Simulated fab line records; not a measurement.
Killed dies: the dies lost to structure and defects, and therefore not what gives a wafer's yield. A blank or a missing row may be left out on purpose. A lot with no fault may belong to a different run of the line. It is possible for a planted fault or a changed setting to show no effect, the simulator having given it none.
The tool behind it: which one?    flow nand harc    45 wafers from 15 lots sampled at 4 of the route's 1302 steps

WHAT THE GAUGES SHOWED, per wafer
Not one reading of a measure or inspect step in the record can be checked against a usual standard deviation.

EACH LOT AND THE TOOL THAT RAN IT (in order: tool; ch and the chambers of the sampled wafers; start)
lot   NHARC_A_CONTACT_DESCUM_74           NHARC_A_CONTACT_ETCH_127              NHARC_A_CONTACT_ETCH_130              NHARC_A_CONTACT_ETCH_132
L771  rie diel-07 ch 0,2,3, day 22 04:49  har cap etch-02 ch 0,1, day 22 06:56  har cap etch-02 ch 0,1, day 22 07:28  har cap etch-02 ch 0,1, day 22 07:49
L773  rie diel-07 ch 0,1,2, day 22 13:59  har cap etch-03 ch 0,1, day 22 16:04  har cap etch-03 ch 0,1, day 22 16:36  har cap etch-03 ch 0,1, day 22 16:58
L772  rie diel-12 ch 0,3, day 22 17:04    har cap etch-02 ch 0,1, day 22 19:16  har cap etch-02 ch 0,1, day 22 19:48  har cap etch-02 ch 0,1, day 22 20:10
L774  rie diel-07 ch 0,1, day 22 22:57    har cap etch-03 ch 0,1, day 23 01:02  har cap etch-03 ch 0,1, day 23 01:34  har cap etch-03 ch 0,1, day 23 01:56
L776  rie diel-12 ch 1,3, day 23 09:29    har cap etch-02 ch 1, day 23 13:16    har cap etch-02 ch 1, day 23 13:48    har cap etch-02 ch 1, day 23 14:09
L775  rie diel-07 ch 0,1,3, day 23 20:22  har cap etch-03 ch 0,1, day 23 22:29  har cap etch-03 ch 0,1, day 23 23:01  har cap etch-03 ch 0,1, day 23 23:23
L782  rie diel-12 ch 1,3, day 26 11:59    har cap etch-01 ch 0,1, day 26 14:23  har cap etch-01 ch 0,1, day 26 14:55  har cap etch-01 ch 0,1, day 26 15:16
L785  rie diel-04 ch 0,2,3, day 27 06:16  har cap etch-02 ch 0,1, day 27 08:20  har cap etch-02 ch 0,1, day 27 08:52  har cap etch-02 ch 0,1, day 27 09:13
L783  rie diel-12 ch 2,3, day 27 07:52    har cap etch-03 ch 0,1, day 27 10:00  har cap etch-03 ch 0,1, day 27 10:32  har cap etch-03 ch 0,1, day 27 10:53
L786  rie diel-12 ch 2,3, day 27 22:46    har cap etch-02 ch 0,1, day 28 00:52  har cap etch-02 ch 0,1, day 28 01:24  har cap etch-02 ch 0,1, day 28 01:45
L789  rie diel-07 ch 1,2,3, day 29 19:37  har cap etch-02 ch 0,1, day 29 21:55  har cap etch-02 ch 0,1, day 29 22:26  har cap etch-02 ch 0,1, day 29 22:47
L793  rie diel-07 ch 2,3, day 30 11:05    har cap etch-02 ch 0,1, day 30 13:31  har cap etch-02 ch 0,1, day 30 14:03  har cap etch-02 ch 0,1, day 30 14:24
L791  rie diel-04 ch 1,2,3, day 30 11:35  har cap etch-03 ch 0,1, day 30 13:41  har cap etch-03 ch 0,1, day 30 14:13  har cap etch-03 ch 0,1, day 30 14:34
L792  rie diel-07 ch 0,1,3, day 30 20:52  har cap etch-03 ch 1, day 30 23:01    har cap etch-03 ch 1, day 30 23:33    har cap etch-03 ch 1, day 30 23:54
L794  rie diel-12 ch 0,2,3, day 31 09:58  har cap etch-02 ch 0,1, day 31 12:04  har cap etch-02 ch 0,1, day 31 12:35  har cap etch-02 ch 0,1, day 31 12:56
- NHARC_A_CONTACT_DESCUM_74: chemistry O2, time 3 s.
- NHARC_A_CONTACT_ETCH_127: etches the open film in C4F8/O2/Ar, time 197 s, target depth 1918 nm.
- NHARC_A_CONTACT_ETCH_130: etches the open film in C4F8/O2/Ar, time 197 s, target depth 1918 nm.
- NHARC_A_CONTACT_ETCH_132: etches the open film in C4F8/O2/Ar, time 197 s, target depth 1924 nm.

AS READ BY THE TOOLS THEMSELVES (means over the sampled wafers that have a number; for cases with no such wafer, the mark the record gives instead)
NHARC_A_CONTACT_DESCUM_74. Usual: drypump motor current A 5.8 A, standard deviation 0.45; oes product au 1.001 a.u., standard deviation 0.0076; rf vpp V 57.5 V, standard deviation 0.82; showerhead plenum p Torr 1.88 Torr, standard deviation 0.057; throttle valve pct 11.311 %, standard deviation 0.0098.
lot   tool         drypump motor current A (A)  oes product au (a.u.)  rf vpp V (V)  showerhead plenum p Torr (Torr)  throttle valve pct (%)  flag
L771  rie diel-07  6.1                          1.010                  57.3          1.91                             11.316                  
L773  rie diel-07  6.2                          0.996                  57.6          1.90                             11.301                  
L772  rie diel-12  5.8                          1.001                  57.9          1.89                             11.319                  
L774  rie diel-07  6.0                          1.002                  57.5          1.87                             11.310                  
L776  rie diel-12  6.0                          1.004                  57.4          1.83                             11.317                  
L775  rie diel-07  5.8                          1.008                  57.7          1.90                             11.319                  
L782  rie diel-12  6.0                          1.002                  57.2          1.83                             11.307                  
L785  rie diel-04  5.7                          0.996                  57.2          1.81                             11.309                  
L783  rie diel-12  5.6                          1.006                  57.3          1.81                             11.301                  
L786  rie diel-12  5.4                          0.995                  58.2          1.85                             11.304                  
L789  rie diel-07  5.9                          1.001                  57.7          1.91                             11.302                  
L793  rie diel-07  6.3                          0.990                  58.2          1.92                             11.320                  
L791  rie diel-04  5.7                          0.995                  56.5          1.82                             11.304                  
L792  rie diel-07  5.8                          1.007                  57.7          1.88                             11.311                  
L794  rie diel-12  5.6                          0.994                  57.9          1.86                             11.313                  

NHARC_A_CONTACT_ETCH_127. Usual: chamber pressure mTorr 19.998 mTorr, standard deviation 0.018; oes air line au 0.999 a.u., standard deviation 0.019.
lot   tool             chamber pressure mTorr (mTorr)  oes air line au (a.u.)  flag
L771  har cap etch-02  19.988                          1.017                   
L773  har cap etch-03  20.006                          1.011                   
L772  har cap etch-02  20.022                          1.014                   
L774  har cap etch-03  19.985                          1.001                   
L776  har cap etch-02  19.985                          1.013                   
L775  har cap etch-03  19.996                          0.992                   
L782  har cap etch-01  19.995                          0.986                   
L785  har cap etch-02  -                               -                       OFF
L783  har cap etch-03  -                               -                       OFF
L786  har cap etch-02  -                               -                       OFF
L789  har cap etch-02  20.015                          0.995                   
L793  har cap etch-02  19.992                          1.008                   
L791  har cap etch-03  19.995                          0.988                   
L792  har cap etch-03  20.002                          1.008                   
L794  har cap etch-02  20.002                          1.000                   

NHARC_A_CONTACT_ETCH_130. Usual: chamber pressure mTorr 20.002 mTorr, standard deviation 0.018; oes air line au 1.002 a.u., standard deviation 0.021.
lot   tool             chamber pressure mTorr (mTorr)  oes air line au (a.u.)  flag
L771  har cap etch-02  20.006                          0.987                   
L773  har cap etch-03  19.986                          1.008                   
L772  har cap etch-02  20.009                          1.014                   
L774  har cap etch-03  19.990                          0.968                   
L776  har cap etch-02  19.994                          0.986                   
L775  har cap etch-03  19.995                          1.012                   
L782  har cap etch-01  20.002                          1.002                   
L785  har cap etch-02  20.008                          0.977                   
L783  har cap etch-03  19.998                          1.002                   
L786  har cap etch-02  20.029                          1.015                   
L789  har cap etch-02  19.994                          1.014                   
L793  har cap etch-02  19.995                          1.016                   
L791  har cap etch-03  19.988                          1.001                   
L792  har cap etch-03  20.009                          0.983                   
L794  har cap etch-02  20.013                          1.016                   

NHARC_A_CONTACT_ETCH_132. Usual: chamber pressure mTorr 20.001 mTorr, standard deviation 0.02; oes air line au 1.000 a.u., standard deviation 0.019.
lot   tool             chamber pressure mTorr (mTorr)  oes air line au (a.u.)  flag
L771  har cap etch-02  20.015                          0.995                   
L773  har cap etch-03  19.992                          0.982                   
L772  har cap etch-02  19.995                          1.010                   
L774  har cap etch-03  20.014                          1.027                   
L776  har cap etch-02  19.991                          1.003                   
L775  har cap etch-03  19.998                          1.006                   
L782  har cap etch-01  20.002                          1.001                   
L785  har cap etch-02  20.016                          1.018                   
L783  har cap etch-03  20.004                          0.993                   
L786  har cap etch-02  19.983                          0.998                   
L789  har cap etch-02  20.007                          0.997                   
L793  har cap etch-02  19.998                          0.991                   
L791  har cap etch-03  20.026                          1.008                   
L792  har cap etch-03  19.995                          1.003                   
L794  har cap etch-02  19.998                          1.002                   

THE ANSWER, worked out from the rows above alone
Rule: a lot counts as off when the mean over its wafers that have a number is more than 3 standard deviations away from the usual mean. Also off: a lot with no number at a reading for which 4 or more lots have one. All remaining lots with rows at the step are treated as sound. First the gauges in route order, then the tools' own readings, where a lot's mean is used as printed above. The first step at which some lot is off is used, and at that step the reading that is off furthest; a lot without a number counts as furthest.
Off: L785, L783, L786, at NHARC_A_CONTACT_ETCH_127 (chamber pressure mTorr). Without a number there: L785, L783, L786.
A tool fits if, at that step or a process step before it, it ran every lot that is off, and no sound lot after the first of them. Not one of the candidates tried fits.

WHAT THE SIMULATOR PUT IN
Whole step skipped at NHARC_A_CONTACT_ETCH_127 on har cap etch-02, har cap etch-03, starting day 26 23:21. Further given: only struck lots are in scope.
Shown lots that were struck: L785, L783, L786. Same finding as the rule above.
